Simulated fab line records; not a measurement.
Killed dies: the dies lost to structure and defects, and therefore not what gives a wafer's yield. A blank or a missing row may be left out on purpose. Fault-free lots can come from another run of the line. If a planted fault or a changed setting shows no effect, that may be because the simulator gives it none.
Which of the tools did it? ; flow nand-harc ; 39 wafers from 13 lots sampled at 5 of the route's 1302 steps

WHAT THE GAUGES READ, wafer by wafer
NHARC_A_M0_INSPECT_27. Usual: raw-defect-count reads 576 (standard deviation 150).
lot;measured;on;raw-defect-count;flag
L252;day 23 18:31;defect-inspect-02;453 583 492;
L256;day 24 22:53;defect-inspect-02;549 622 502;
L259;day 25 23:36;defect-inspect-01;605 682 741;
L261;day 26 16:20;defect-inspect-01;505 474 505;
L260;day 26 19:51;defect-inspect-01;445 740 837;
L263;day 27 16:04;defect-inspect-01;875 882 968;
L264;day 27 23:17;defect-inspect-01;453 475 549;
L265;day 28 04:45;defect-inspect-01;695 566 728;
L266;day 28 12:34;defect-inspect-02;456 320 279;
L267;day 29 01:31;defect-inspect-01;631 598 399;
L268;day 29 18:14;defect-inspect-01;433 585 502;
L269;day 30 09:40;defect-inspect-01;610 568 560;
L270;day 31 05:19;defect-inspect-02;610 667 682;

NHARC_END_SORT_01. Usual: killed-at-array 59, standard deviation 20; killed-at-other 0.8, standard deviation 1; killed-at-periphery 3.2, standard deviation 2.1; killed-dies 63, standard deviation 21; killed-open 3.0, standard deviation 1.9; killed-short 2.3, standard deviation 1.5.
lot;measured;on;killed-at-array;killed-at-other;killed-at-periphery;killed-dies;killed-open;killed-short;flag
L269;day 32 00:10;prober-01;674 672 674;0 0 2;3 5 1;677 677 677;1 2 4;6 3 2;OFF
L270;day 32 17:53;prober-01;673 675 675;2 0 0;2 2 2;677 677 677;8 4 3;1 2 2;OFF

EACH LOT AND THE TOOL THAT RAN IT (in order: tool; ch and the chambers of the sampled wafers; start)
lot;NHARC_A_M0_DESCUM_14;NHARC_A_M0_DEGAS_28;NHARC_A_M1_DEP_00
L252;rie-diel-08 ch 0,1,3, day 23 16:03;pvd-sputter-03, day 23 16:58;pecvd-01 ch 0,1, day 23 19:04
L256;rie-diel-13 ch 0,1,2, day 24 20:05;pvd-sputter-03, day 24 21:03;pecvd-03 ch 0,2, day 24 23:27
L259;rie-diel-08 ch 0,1,3, day 25 21:08;pvd-sputter-02, day 25 22:03;pecvd-01 ch 0,2, day 26 00:45
L261;rie-diel-08 ch 0,1, day 26 13:52;pvd-sputter-02, day 26 14:48;pecvd-03 ch 1,2, day 26 16:59
L260;rie-diel-08 ch 1,3, day 26 17:22;pvd-sputter-03, day 26 18:18;pecvd-02 ch 0,1, day 26 20:23
L263;rie-diel-08 ch 0,1,2, day 27 13:36;pvd-sputter-03, day 27 14:31;pecvd-03 ch 0,1, day 27 16:37
L264;rie-diel-02 ch 2,3, day 27 20:47;pvd-sputter-03, day 27 21:43;pecvd-01 ch 0,1,2, day 27 23:53
L265;rie-diel-08 ch 0,1,2, day 28 02:16;pvd-sputter-03, day 28 03:10;pecvd-03 ch 1,2, day 28 05:19
L266;rie-diel-08 ch 1,2,3, day 28 10:06;pvd-sputter-02, day 28 11:01;pecvd-01 ch 0,1, day 28 13:07
L267;rie-diel-02 ch 0,1,2, day 28 23:02;pvd-sputter-03, day 28 23:58;pecvd-03 ch 0,1, day 29 02:05
L268;rie-diel-02 ch 0,1,3, day 29 15:47;pvd-sputter-01, day 29 16:42;pecvd-01 ch 0,2, day 29 18:50
L269;rie-diel-08 ch 0,1,2, day 30 07:11;pvd-sputter-01, day 30 08:06;pecvd-02 ch 0,1,2, day 30 10:19
L270;rie-diel-13 ch 1,2,3, day 31 02:52;pvd-sputter-03, day 31 03:46;pecvd-01 ch 0,1,2, day 31 05:52
- NHARC_A_M0_DESCUM_14: chemistry O2, time 3 s.
- NHARC_A_M0_DEGAS_28: time 60 s.
- NHARC_A_M1_DEP_00: deposits SiOC, target thk 182.5 nm.

WHAT THE TOOLS THEMSELVES READ (means of the sampled wafers that have a number; where no wafer has one, the mark that the record gives instead)
NHARC_A_M0_DESCUM_14. Usual: drypump-motor-current-A 5.76 A, standard deviation 0.25; oes-product-au 0.999 a.u., standard deviation 0.01; rf-vpp-V 57.9 V, standard deviation 0.82; showerhead-plenum-p-Torr 1.95 Torr, standard deviation 0.069; throttle-valve-pct 11.312 %, standard deviation 0.0087.
lot;tool;drypump-motor-current-A (A);oes-product-au (a.u.);rf-vpp-V (V);showerhead-plenum-p-Torr (Torr);throttle-valve-pct (%);flag
L252;rie-diel-08;5.73;0.991;57.9;1.94;11.316;
L256;rie-diel-13;5.45;1.000;57.7;1.96;11.312;
L259;rie-diel-08;5.72;0.993;57.6;1.94;11.324;
L261;rie-diel-08;5.64;0.994;58.2;1.96;11.315;
L260;rie-diel-08;5.80;0.985;57.7;1.93;11.323;
L263;rie-diel-08;5.72;0.997;58.0;1.98;11.307;
L264;rie-diel-02;5.82;1.004;58.2;1.91;11.308;
L265;rie-diel-08;5.72;1.002;57.8;1.98;11.316;
L266;rie-diel-08;5.80;0.991;57.4;1.97;11.321;
L267;rie-diel-02;5.75;1.001;56.9;1.94;11.305;
L268;rie-diel-02;5.72;1.002;58.4;1.98;11.318;
L269;rie-diel-08;5.73;0.999;58.7;1.98;11.309;
L270;rie-diel-13;5.86;1.005;57.9;1.92;11.310;

NHARC_A_M0_DEGAS_28. Usual: heater-power-w reads 353 W (standard deviation 37).
lot;tool;heater-power-w (W);flag
L252;pvd-sputter-03;318;
L256;pvd-sputter-03;363;
L259;pvd-sputter-02;370;
L261;pvd-sputter-02;373;
L260;pvd-sputter-03;319;
L263;pvd-sputter-03;306;
L264;pvd-sputter-03;288;
L265;pvd-sputter-03;311;
L266;pvd-sputter-02;370;
L267;pvd-sputter-03;317;
L268;pvd-sputter-01;371;
L269;pvd-sputter-01;376;
L270;pvd-sputter-03;325;

NHARC_A_M1_DEP_00. Usual: chamber-pressure-Torr 4.999 Torr, standard deviation 0.011; rf-fwd-power-W 598.7 W, standard deviation 2.
lot;tool;chamber-pressure-Torr (Torr);rf-fwd-power-W (W);flag
L252;pecvd-01;5.002;600.0;
L256;pecvd-03;4.992;596.6;
L259;pecvd-01;5.002;599.9;
L261;pecvd-03;5.000;597.8;
L260;pecvd-02;4.996;597.6;
L263;pecvd-03;4.989;600.2;
L264;pecvd-01;4.994;599.6;
L265;pecvd-03;5.002;597.7;
L266;pecvd-01;4.987;599.1;
L267;pecvd-03;5.005;598.2;
L268;pecvd-01;4.993;598.7;
L269;pecvd-02;-;-;OFF
L270;pecvd-01;-;-;OFF

THE ANSWER, worked out from the rows above alone
Rule: a lot is off if the mean of its wafers that have a number lies more than 3 standard deviations from the usual mean. A lot without any number at a reading at which 4 lots or more have one is off too. All remaining lots with rows at the step are treated as sound. After the gauges, taken in route order, come the tools' own readings; for these a lot's mean is taken, as printed above. At the first step where some lot is off, the reading lying furthest off is the one used; lots without a number count as furthest.
Off: L269, L270, at NHARC_END_SORT_01 (killed-at-array). Neither off nor sound, because the step has no rows for them: L252, L256, L259, L261, L260, L263, L264, L265, L266, L267, L268.
A tool fits if, at a process step before that reading, it ran every lot that is off, and no sound lot after the first of them. The gauges at NHARC_END_SORT_01 aren't tried: what is off there is off at NHARC_A_M1_DEP_00 too, on other tools, and a gauge's error can't cause that. Of those tried, none fits.

WHAT THE SIMULATOR HAD PUT IN
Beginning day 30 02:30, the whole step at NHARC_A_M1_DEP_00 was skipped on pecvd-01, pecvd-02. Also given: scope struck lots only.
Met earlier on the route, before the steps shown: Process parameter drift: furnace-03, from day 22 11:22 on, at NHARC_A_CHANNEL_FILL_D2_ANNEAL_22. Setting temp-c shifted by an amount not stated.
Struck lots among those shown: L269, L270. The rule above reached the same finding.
